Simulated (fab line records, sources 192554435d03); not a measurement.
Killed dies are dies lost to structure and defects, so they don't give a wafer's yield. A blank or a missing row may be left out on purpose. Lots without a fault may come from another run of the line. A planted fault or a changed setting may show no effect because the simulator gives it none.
fab line records | flow n5_finfet | part 2 of 2: steps 20 to 21 of 21
record lots=7 wafers=18 last_day=17
route steps=1938 shown SD_EPI_N@263 PASSIVATION@1936
lots that met no fault: from a run of the same line without faults
start_h: hours from the record's first day to the start of the lot's first wafer shown | wait_h: hours since the lot's step before | " the same as in the row above | L1.1+2: a row that stands for several wafers | - no value, or no start given | * or withheld: withheld | < > ~ a bound
route shown NAME@n: a module of which the file shows steps, and the number in the route of the first | usual: mean/standard deviation of fault-free wafers | same: alike in all rows | chamber/n: place in a boat | sites: the reading at each site | _std_site: their standard deviation | _edge_site: outer sites' mean less inner sites' | radius_mm: how far each site lies from the wafer's centre | mask NAME#n: copy n | behind: the tool/chamber that last shaped the wafer | hold: why the lot was held/for how many hours/how that ended | device: the transistor (n, p or np) that didn't switch | end of line: the same wafers' tests at the end of the route | a step without rows: its recipe alone | killed: dies lost to structure and defects at the first sort, not the wafer's yield | map: a wafer's dies, x killed, . not, _ none there
set.NAME: the setting as run; set.NAME@STEP: as run at that earlier step | model.NAME: the simulator's own value behind a step, which no gauge read
lots at some steps of the route; a table a step, a row a wafer
services: from which hour (start_h, from the record's first day; less than 0 if before it) a tool's chamber was out of use, for how many hours, and why
## steps
# step N5_SD_EPI_N_STRIP_38
# recipe chemistry=N2/H2 power_w=1000 temp_c=250 h2_frac=0.65 overash_fraction=0.3 pressure_mtorr=withheld n2_flow_sccm=1750 h2_flow_sccm=3250
# usual drypump_motor_current_A=5.7/0.43 heater_power_w=351/23 oes_product_au=0.762/0.011
# columns lot.wafer tool chamber start_h wait_h drypump_motor_current_A heater_power_w oes_product_au rf_hours_counter_h
L336.1 plasma_asher-01 0 51.04 0.1 5.5 367 0.770 76
L336.4 " 1 " " 5.3 322 0.764 -
L336.6 " 0 " " 5.5 372 0.753 -
L343.1 plasma_asher-01 0 93.77 0.1 5.4 379 0.757 85
L343.4 " 0 " " 5.4 381 0.772 -
L344.2 plasma_asher-01 0 97.34 0.1 5.4 382 0.754 85
L344.6 " 0 " " 5.4 376 0.752 -
L348.2 plasma_asher-01 1 124.66 0.1 5.3 328 0.787 94
L348.4 " 0 " " 5.4 379 0.782 -
L350.2 plasma_asher-01 0 133.24 0.1 5.5 388 0.785 96
L350.3 " 0 " " 5.5 380 0.742 -
L350.4 " 1 " " 5.3 328 0.749 -
L357.1 plasma_asher-01 0 179.34 0.1 5.4 375 0.762 108
L357.2 " 1 " " 5.3 338 0.767 108
L357.3 " 0 " " 5.4 384 0.761 -
L358.4 plasma_asher-02 0 183.51 0.0 5.6 333 0.750 -
L358.5 " 0 " " 5.6 329 0.758 -
L358.6 " 1 " " 6.5 356 0.770 -
# step N5_PASSIVATION_PROBE_49
# usual killed_at_M0_to_M3=34/9.7 killed_at_M4_up=14/5.7 killed_at_contacts=12/5.9 killed_at_front_end=37/10 killed_at_other=5/4.7 killed_dies=102/18 killed_on_rim=13/4.3 killed_open=65/12 killed_short=34/8.8
# same gross_dies=1180 killed_at_back_side=0
# columns lot.wafer tool chamber start_h wait_h killed_at_M0_to_M3 killed_at_M4_up killed_at_contacts killed_at_front_end killed_at_other killed_dies killed_on_rim killed_open killed_short
L336.1 prober-01 - 265.45 0.0 29 17 15 37 17 115 14 74 41
L336.4 prober-01 - 265.60 0.2 25 13 6 48 23 115 15 69 45
L336.6 prober-01 - 265.70 0.3 47 23 4 28 10 112 7 82 30
L343.1 prober-02 - 308.56 0.0 43 13 8 40 7 111 10 68 42
L343.4 prober-02 - 308.71 0.2 37 10 10 44 2 103 8 67 36
L344.2 prober-01 - 321.16 0.1 52 6 4 26 5 93 12 58 33
L344.6 prober-01 - 321.36 0.3 36 14 13 37 6 106 12 62 38
L348.2 prober-02 - 339.80 0.1 34 14 6 39 3 96 10 69 27
L348.4 prober-02 - 339.90 0.2 24 8 8 34 0 74 8 49 25
L350.2 prober-02 - 351.54 0.1 29 12 10 48 1 100 14 66 33
L350.3 prober-02 - 351.59 0.1 30 16 10 38 2 96 9 60 35
L350.4 prober-02 - 351.64 0.2 29 16 22 49 4 120 15 86 34
L357.1 prober-01 - 387.82 0.0 31 27 9 32 3 102 21 64 31
L357.2 prober-01 - 387.87 0.1 36 11 5 39 0 91 9 54 33
L357.3 prober-01 - 387.92 0.1 60 12 14 41 0 127 22 84 39
L358.4 prober-01 - 401.44 0.2 34 13 9 34 6 96 8 59 34
L358.5 prober-01 - 401.49 0.2 53 3 12 33 5 106 19 70 32
L358.6 prober-01 - 401.54 0.3 48 5 4 32 5 94 14 59 29
# killed by level:class
L336.1 MOL_CONTACT_COAG:geometric_particle:open=11 BEOL_M4:geometric_particle:open=11 BEOL_M3:geometric_particle:open=9 BEOL_M0_SAQP:geometric_particle:short=8 STI_FIN_REVEAL:geometric_particle:open=7 MIM_TOP_ETCH:geometric_particle:open=6 GATE_CUT:geometric_particle:open=5 BEOL_M0:geometric_particle:open=5
L336.4 FIN_SAQP:geometric_particle:short=10 MIM_TOP_ETCH:geometric_particle:open=10 GATE_CUT:geometric_particle:short=8 MIM_TOP_ETCH:geometric_particle:short=8 BEOL_M3:geometric_particle:open=7 STI_FIN_REVEAL:geometric_particle:open=7 GATE_CUT:geometric_particle:open=7 BEOL_M0_SAQP:geometric_particle:open=6
L336.6 BEOL_M0_SAQP:geometric_particle:open=14 STI_FIN_REVEAL:geometric_particle:open=10 BEOL_M4:geometric_particle:open=10 BEOL_M0_SAQP:geometric_particle:short=8 BEOL_M2:geometric_particle:open=8 BEOL_M3:geometric_particle:open=7 BEOL_M1:geometric_particle:open=7 GATE_CUT:geometric_particle:short=5
L343.1 BEOL_M0_SAQP:geometric_particle:short=13 BEOL_M0_SAQP:geometric_particle:open=12 STI_FIN_REVEAL:geometric_particle:open=11 FIN_SAQP:geometric_particle:open=6 MOL_CONTACT_COAG:geometric_particle:short=6 BEOL_M2:geometric_particle:open=6 STI_FIN_REVEAL:geometric_particle:short=5 BEOL_M7:geometric_particle:open=5
L343.4 STI_FIN_REVEAL:geometric_particle:open=24 BEOL_M0_SAQP:geometric_particle:short=11 BEOL_M0_SAQP:geometric_particle:open=11 MOL_CONTACT_COAG:geometric_particle:open=7 STI_FIN_REVEAL:geometric_particle:short=5 FIN_SAQP:geometric_particle:short=4 BEOL_M1:geometric_particle:open=4 BEOL_M2:geometric_particle:open=4
L344.2 BEOL_M0_SAQP:geometric_particle:open=13 BEOL_M3:geometric_particle:open=12 BEOL_M0_SAQP:geometric_particle:short=12 FIN_SAQP:geometric_particle:short=5 FIN_SAQP:geometric_particle:open=4 STI_FIN_REVEAL:geometric_particle:open=4 MOL_CONTACT_COAG:geometric_particle:open=4 BEOL_M2:geometric_particle:open=4
L344.6 BEOL_M0_SAQP:geometric_particle:short=14 MOL_CONTACT_COAG:geometric_particle:open=11 FIN_SAQP:geometric_particle:open=7 GATE_CUT:geometric_particle:short=7 STI_FIN_REVEAL:geometric_particle:open=6 BEOL_M4:geometric_particle:open=6 BEOL_M0_SAQP:geometric_particle:open=6 GATE_CUT:geometric_particle:open=5
L348.2 BEOL_M0_SAQP:geometric_particle:open=13 BEOL_M4:geometric_particle:open=11 STI_FIN_REVEAL:geometric_particle:open=9 BEOL_M0_SAQP:geometric_particle:short=9 BEOL_M2:geometric_particle:open=8 DUMMY_GATE:geometric_particle:open=6 GATE_CUT:geometric_particle:short=6 MOL_CONTACT_COAG:geometric_particle:open=5
L348.4 FIN_SAQP:geometric_particle:short=9 STI_FIN_REVEAL:geometric_particle:open=7 MOL_CONTACT_COAG:geometric_particle:open=7 BEOL_M1:geometric_particle:open=6 BEOL_M0_SAQP:geometric_particle:short=5 FIN_SAQP:geometric_particle:open=4 BEOL_M2:geometric_particle:open=4 BEOL_M4:geometric_particle:open=4
L350.2 STI_FIN_REVEAL:geometric_particle:open=9 BEOL_M3:geometric_particle:open=9 MOL_CONTACT_COAG:geometric_particle:open=8 BEOL_M0_SAQP:geometric_particle:open=7 FIN_SAQP:geometric_particle:open=6 FIN_SAQP:geometric_particle:short=6 GATE_CUT:geometric_particle:short=6 DUMMY_GATE:geometric_particle:open=6
L350.3 FIN_SAQP:geometric_particle:open=11 BEOL_M2:geometric_particle:open=8 MOL_CONTACT_COAG:geometric_particle:open=7 BEOL_M0_SAQP:geometric_particle:short=6 BEOL_M1:geometric_particle:open=6 DUMMY_GATE:geometric_particle:short=4 DUMMY_GATE:geometric_particle:open=4 ILD0:geometric_particle:short=4
L350.4 MOL_CONTACT_COAG:geometric_particle:open=18 STI_FIN_REVEAL:geometric_particle:open=14 GATE_CUT:geometric_particle:short=9 FIN_SAQP:geometric_particle:open=6 BEOL_M0_SAQP:geometric_particle:short=6 BEOL_M2:geometric_particle:open=6 BEOL_M0_SAQP:geometric_particle:open=5 FIN_SAQP:geometric_particle:short=4
L357.1 BEOL_M0_SAQP:geometric_particle:open=8 BEOL_M0_SAQP:geometric_particle:short=8 BEOL_M4:geometric_particle:open=8 BEOL_M7:geometric_particle:open=8 MOL_CONTACT_COAG:geometric_particle:open=7 FIN_SAQP:geometric_particle:short=4 BEOL_M2:geometric_particle:open=4 BEOL_M3:geometric_particle:open=4
L357.2 FIN_SAQP:geometric_particle:open=10 BEOL_M0_SAQP:geometric_particle:short=10 STARTING-WAFER:geometric_particle:open=6 BEOL_M3:geometric_particle:open=6 FIN_SAQP:geometric_particle:short=5 MOL_CONTACT_COAG:geometric_particle:open=5 BEOL_M0_SAQP:geometric_particle:open=5 BEOL_M2:geometric_particle:open=4
L357.3 BEOL_M0_SAQP:geometric_particle:short=19 BEOL_M0_SAQP:geometric_particle:open=15 STI_FIN_REVEAL:geometric_particle:open=13 FIN_SAQP:geometric_particle:open=11 MOL_CONTACT_COAG:geometric_particle:open=9 BEOL_M1:geometric_particle:open=8 FIN_SAQP:geometric_particle:short=4 MOL_CONTACT_COAG:geometric_particle:short=4
L358.4 BEOL_M0_SAQP:geometric_particle:open=8 BEOL_M2:geometric_particle:open=8 BEOL_M0_SAQP:geometric_particle:short=7 FIN_SAQP:geometric_particle:open=6 MOL_CONTACT_COAG:geometric_particle:open=6 BEOL_M3:geometric_particle:open=6 STI_FIN_REVEAL:geometric_particle:open=5 GATE_CUT:geometric_particle:short=4
L358.5 BEOL_M0_SAQP:geometric_particle:open=15 FIN_SAQP:geometric_particle:open=14 BEOL_M0_SAQP:geometric_particle:short=13 MOL_CONTACT_COAG:geometric_particle:open=11 BEOL_M2:geometric_particle:open=10 FIN_SAQP:geometric_particle:short=7 DUMMY_GATE:geometric_particle:open=4 BEOL_M0:geometric_particle:open=3
L358.6 BEOL_M0_SAQP:geometric_particle:short=14 FIN_SAQP:geometric_particle:open=10 BEOL_M2:geometric_particle:open=10 BEOL_M0_SAQP:geometric_particle:open=8 FIN_SAQP:geometric_particle:short=5 BEOL_M0:geometric_particle:open=5 BEOL_M2:geometric_particle:short=5 STI_FIN_REVEAL:geometric_particle:open=3
## services
# columns tool chamber start_h hours kind
rie_si-02 3 30.51 4.5 repair
rie_diel-05 - 32.98 0.4 repair
rie_si-02 - 37.16 0.6 repair
rie_si-06 - 45.06 0.5 repair
rie_si-02 - 45.89 14.6 pm
rie_si-01 2 53.04 12.9 repair
rie_diel-05 - 54.51 0.4 repair
rie_si-06 0 56.61 6.6 repair
rie_si-01 - 58.73 2.8 pm
rie_si-01 1 78.73 8.7 repair
plasma_asher-02 - 82.85 1.2 repair
rie_diel-03 1 92.62 - clean
rie_diel-03 1 92.62 - consumable_replace:focus_ring
rie_diel-03 1 92.62 14.5 scheduled_down
rie_diel-03 1 92.62 14.5 vent_cycle
rie_si-02 1 95.81 3.7 repair
rie_si-06 2 102.92 7.8 repair
rie_si-01 0 105.83 9.1 repair
plasma_asher-02 - 119.42 23.3 repair
rie_si-02 1 135.16 1.1 repair
plasma_asher-02 - 148.85 0.7 repair
rie_si-01 0 162.52 20.5 repair
rie_si-01 2 163.49 14.8 repair
rie_si-02 - 168.87 0.4 repair
